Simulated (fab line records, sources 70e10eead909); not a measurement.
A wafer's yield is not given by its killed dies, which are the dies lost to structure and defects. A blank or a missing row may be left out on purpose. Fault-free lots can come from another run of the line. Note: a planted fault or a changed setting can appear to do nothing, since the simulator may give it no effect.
fab line records    flow nandHarc
record lots=6  wafers=18  lastDay=24
route steps=1159 shown P_BONDPAD@388 A_START@389 A_ZERO_WELL@390
lots that met no fault: taken from a fault-free run of the same line
startH: hours from the record's first day to the start of the lot's first wafer shown    waitH: hours from the lot's prior step to this one    " identical to the entry in the row above    L1.1+2: several wafers, shown together as one row    - no value present, or no start provided    * or withheld: withheld    < > ~ a bound
route shown NAME@n: NAME is a module with steps in the file, n the number in the route of the first one    usual: mean and standard deviation over wafers with no fault    same: alike in all rows    chamber/n: place in a boat    sites: readings site by site    _std_site: standard deviation of those values    _edge_site: mean of outer sites minus mean of inner sites    radiusMm: how far each site lies from the wafer's centre    mask NAME#n: copy n    behind: the last tool/chamber to shape the wafer    hold: the reason the lot was held/the length of the hold in hours/how it ended    device: transistor that didn't switch, given as n, p or np    end of line: at the end of the route, the tests of the same wafers    a step given without rows: its recipe and nothing more    killed: the dies lost at the first sort to structure and to defects; this is not the yield of the wafer    map: a wafer's dies, marking killed ones x, the rest . and places with no die _
set.NAME: the setting the step ran with; set.NAME@STEP: the setting that earlier step ran with    model.NAME: the simulator's own value behind a step, which no gauge read
lots seen at some steps along the route; tables by step, rows by wafer
services: when a tool's chamber went out of use (startH, in hours from the record's first day, below 0 if earlier), for how many hours, and the reason
## steps
# step NHARC_P_BONDPAD_SRD_31
# recipe timeS=30  tempC=23  dryTimeS=20  spinRpm=1500
# step NHARC_A_START_INSPECT_01
# usual rawDefectCount=3.4/1.9
lot.wafer  tool              chamber  startH  waitH  rawDefectCount
L975.1     defectInspect-01  -        146.46  -      3
L975.3     "                 -        "       "      5
L975.4     "                 -        "       "      6
L981.3     defectInspect-02  -        167.55  -      2
L981.5     "                 -        "       "      1
L981.6     "                 -        "       "      0
L980.1     defectInspect-01  -        167.79  -      4
L980.2     "                 -        "       "      2
L980.3     "                 -        "       "      5
L990.2     defectInspect-02  -        227.52  -      0
L990.4     "                 -        "       "      2
L990.5     "                 -        "       "      6
L991.1     defectInspect-02  -        240.29  -      3
L991.2     "                 -        "       "      6
L991.3     "                 -        "       "      1
L994.1     defectInspect-01  -        251.20  -      8
L994.5     "                 -        "       "      5
L994.6     "                 -        "       "      4
# step NHARC_A_ZERO_WELL_PRECLEAN_00
# recipe timeS=600  tempC=120  chemistry=SPM
# step NHARC_A_ZERO_WELL_SRD_01
# step NHARC_A_ZERO_WELL_DEHYDRATE_02
# recipe tempC=150  timeS=120
# step NHARC_A_ZERO_WELL_HMDS_03
# recipe timeS=30
# step NHARC_A_ZERO_WELL_COAT_18
# recipe tempC=200  timeS=65
# step NHARC_A_ZERO_WELL_COAT_04
# recipe spinRpm=2000  resistThkNm=600
# step NHARC_A_ZERO_WELL_SOFTBAKE_05
# recipe tempC=125  timeS=70
# step NHARC_A_ZERO_WELL_EBR_06
# step NHARC_A_ZERO_WELL_EXPOSE_07
# recipe na=0.55  doseMj=33.85  maskId=A_ZERO
# step NHARC_A_ZERO_WELL_PEB_08
# recipe pebTempC=128  pebTimeS=80
# step NHARC_A_ZERO_WELL_DEVELOP_09
# recipe timeS=50  devTempC=22
# usual chillPlateTempC=23.00/0.11  developerTempC=21.97/0.1
lot.wafer  tool           chamber  startH  waitH  chillPlateTempC  developerTempC
L975.1     lithoTrack-05  0        147     -      23.03            22.14
L975.3     "              0        "       "      23.05            22.11
L975.4     "              0        "       "      23.08            22.16
L981.3     lithoTrack-03  -        168     -      -                -
L981.5     "              -        "       "      -                -
L981.6     "              -        "       "      -                -
L980.1     lithoTrack-03  -        168     -      -                -
L980.2     "              -        "       "      -                -
L980.3     "              -        "       "      -                -
L990.2     lithoTrack-05  0        228     -      22.92            21.90
L990.4     "              0        "       "      22.90            21.95
L990.5     "              0        "       "      22.74            21.98
L991.1     lithoTrack-03  0        240     -      23.01            21.92
L991.2     "              0        "       "      22.87            22.03
L991.3     "              0        "       "      22.98            22.02
L994.1     lithoTrack-02  0        251     -      23.19            21.91
L994.5     "              0        "       "      23.16            22.01
L994.6     "              0        "       "      23.16            22.09
## services
tool           chamber  startH  hours  kind
lithoTrack-05  -        150.08  -      consumableReplace:filter
lithoTrack-02  -        165.01  7.0    pm
lithoTrack-03  -        213.00  7.0    pm
lithoTrack-05  -        237.00  7.0    pm
## key
firstSign step=NHARC_A_ZERO_WELL_DEVELOP_09  reading=toolRecord  direction=missing
effect none on later readings
metAt NHARC_A_ZERO_WELL_DEVELOP_09
struckWafers L980.1,L980.2,L980.3,L981.3,L981.5,L981.6
laterRowsLeftOut L980.1,L980.2,L980.3,L981.3,L981.5,L981.6
sortLeftOut L980.1,L980.2,L980.3,L981.3,L981.5,L981.6
testerLeftOut L980,L981
fault kind=skippedStepWhole  tool=lithoTrack-03  chamber=-  onsetH=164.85  steps=NHARC_A_ZERO_WELL_DEVELOP_09  scope=struckLotsOnly
# testerLeftOut: of these lots the tester's yield and bins aren't shown, on N5 and GAA mostly nor the transistor test; their killed dies are dies lost to structure and defects alone, not to doping, threshold or leakage, so they don't give the yield
# sortLeftOut: the simulated sort isn't trusted on such a fault, so these wafers' sort isn't shown, and their yield isn't known
# laterRowsLeftOut: the simulator's readings of these wafers behind a module that went badly wrong aren't trusted and aren't shown, but for the sort
